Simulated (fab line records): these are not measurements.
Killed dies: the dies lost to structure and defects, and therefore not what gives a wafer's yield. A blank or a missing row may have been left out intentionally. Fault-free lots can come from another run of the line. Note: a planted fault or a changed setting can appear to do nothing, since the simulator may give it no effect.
Split-lot trial | flow n5_finfet | 21 wafers read across 7 lots, on a route 1938 steps long

== ON THE SPLIT ==
At N5_MOL_CONTACT_COAG_COAT_76 (time 60 s, resist thk 10 nm), the setting spin_rpm was moved away from the recipe's 1500 rpm on 9 of the 21 wafers read, by -7.1% to +10.8%. For the rest of the wafers, this setting stayed at what the recipe calls for.

== FROM THE SPLIT TO THE READING: what the file shows between them, 7 steps ==
- N5_MOL_CONTACT_COAG_COAT_77: time 60 s, resist thk 10 nm
- N5_MOL_CONTACT_COAG_COAT_78: resist thk 40 nm
- N5_MOL_CONTACT_COAG_DESCUM_88: chemistry O2, time 7 s
- N5_MOL_CONTACT_COAG_ETCH_89: etches underlayer in N2/H2, target depth 13 nm, time 10.4 s
- N5_MOL_CONTACT_COAG_ETCH_90: etches SiARC in CF4, target depth 13 nm, time 21.7 s
- N5_MOL_CONTACT_COAG_ALD_131: deposits SiO2, target thk 5 nm, pulse time 1 s, co reactant pulse time 1 s
- N5_MOL_CONTACT_COAG_ETCHBACK_132: etches SiO2 in CHF3, target depth 10 nm, time 6.7 s

== THE READING ==
SiARC_of_MOL_CONTACT_COAG_COAT_76.thk_nm (the simulator's own value, which no gauge read), in nm, at N5_MOL_CONTACT_COAG_ETCH_91 (etches SOC in N2/H2, target depth 60 nm, overetch 21 nm, time 101.2 s). There is no usual value for it anywhere in the file. Average 5.8 nm, standard deviation 0.099 nm, over the 12 wafers here run with the recipe.

wafer  | tool, chamber at the split | spin_rpm as run, rpm | against the recipe | SiARC_of_MOL_CONTACT_COAG_COAT_76.thk_nm, nm | against lot-mates on the recipe
L076.1 | litho_track-05, 0          | 1393                 | -7.1%              | 6.2                                          | +0.6
L076.2 | litho_track-05, 0          | 1393                 | -7.1%              | 6.2                                          | +0.6
L076.5 | litho_track-05, 0          | 1500                 | recipe             | 5.6                                          | -
L080.1 | litho_track-01, 0          | 1500                 | recipe             | 5.8                                          | -
L080.6 | litho_track-01, 0          | 1500                 | recipe             | 5.8                                          | -
L080.3 | litho_track-01, 0          | 1562                 | +4.1%              | 5.6                                          | -0.2
L089.3 | litho_track-04, 0          | 1662                 | +10.8%             | 5.4                                          | -0.4
L089.4 | litho_track-04, 0          | 1500                 | recipe             | 5.8                                          | -
L089.5 | litho_track-04, 0          | 1662                 | +10.8%             | 5.2                                          | -0.6
L091.2 | litho_track-05, 0          | 1500                 | recipe             | 5.8                                          | -
L091.4 | litho_track-05, 0          | 1500                 | recipe             | 5.8                                          | -
L091.6 | litho_track-05, 0          | 1500                 | recipe             | 5.8                                          | -
L094.1 | litho_track-04, 0          | 1604                 | +6.9%              | 5.4                                          | -0.6
L094.2 | litho_track-04, 0          | 1604                 | +6.9%              | 5.6                                          | -0.4
L094.5 | litho_track-04, 0          | 1500                 | recipe             | 6                                            | -
L095.2 | litho_track-04, 0          | 1500                 | recipe             | 5.8                                          | -
L095.3 | litho_track-04, 0          | 1500                 | recipe             | 5.8                                          | -
L095.6 | litho_track-04, 0          | 1500                 | recipe             | 5.8                                          | -
L096.2 | litho_track-04, 0          | 1584                 | +5.6%              | 5.6                                          | -0.4
L096.4 | litho_track-04, 0          | 1584                 | +5.6%              | 5.6                                          | -0.4
L096.6 | litho_track-04, 0          | 1500                 | recipe             | 6                                            | -

THE FIT
A straight line over all 21 wafers: SiARC_of_MOL_CONTACT_COAG_COAT_76.thk_nm changes by -0.0484 nm for each +1% of spin_rpm; r = -0.93; the points scatter about the line by 0.093 nm.
The same after taking each lot's own level away (the mean of its wafers on the recipe; 21 wafers): -0.0636 nm for each +1%; r = -0.96; scatter 0.09 nm.
That fit puts the effect of the largest move of spin_rpm on the reading at 0.69 nm.
Measured against the standard deviation above, the lots' own levels, which go from 5.60 to 6.00 nm, span 4.1 times it.
Hence the slope depends on the lot-to-lot level, as the two fits are not the same.
Check: for one of the wafers moved furthest among these (+10.8%), held out of the fit, the line's prediction against its lot-mates is -0.741 nm. Against them it came out at -0.4 nm.

== FURTHER SPLITS ON THESE WAFERS ==
These wafers also went through other splits before the reading. Each is held against what the fit with the lots' levels taken away leaves over:
other split on the same wafers    | wafers away from the commonest value | r with SiARC_of_MOL_CONTACT_COAG_COAT_76.thk_nm (lot level and that fit taken away)
N5_SD_EPI_P_COAT_34 spin_rpm      | 8                                    | -0.48
N5_SDB_ETCH_17 bias_w             | 4                                    | +0.16
N5_SDB_CUT_ETCH_26 icp_w          | 7                                    | +0.07
N5_GATE_CUT_ETCH_56 icp_w         | 7                                    | +0.20
N5_GATE_CUT_EXPOSE_10 dose_mj     | 9                                    | +0.40
N5_GATE_CUT_ETCH_36 cf4_flow_sccm | 8                                    | -0.16
N5_MOL_CONTACT_COAG_ALD_27 time_s | 7                                    | +0.19

== THE WHOLE CHAIN: every reading that the file lists as answering this split, in the file's order ==
step                        | what it does                                                          | reading                                                                                   | change (the file's fit)                | r (the file's)
N5_MOL_CONTACT_COAG_COAT_76 | time 60 s, resist thk 10 nm                                           | SiARC_of_MOL_CONTACT_COAG_COAT_76.thk_nm (the simulator's own value, which no gauge read) | -0.0398 nm for each +1% of the setting | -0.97
N5_MOL_CONTACT_COAG_ETCH_90 | etches SiARC in CF4, target depth 13 nm, time 21.7 s                  | etch.depth_nm (the simulator's own value, which no gauge read)                            | -0.0492 nm for each +1% of the setting | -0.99
N5_MOL_CONTACT_COAG_ETCH_91 | etches SOC in N2/H2, target depth 60 nm, overetch 21 nm, time 101.2 s | SiARC_of_MOL_CONTACT_COAG_COAT_76.thk_nm (the simulator's own value, which no gauge read) | -0.0614 nm for each +1% of the setting | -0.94

== FILE'S OWN FIT ==
SiARC_of_MOL_CONTACT_COAG_COAT_76.thk_nm changes by -0.0614 nm for each +1% of spin_rpm, r = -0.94.
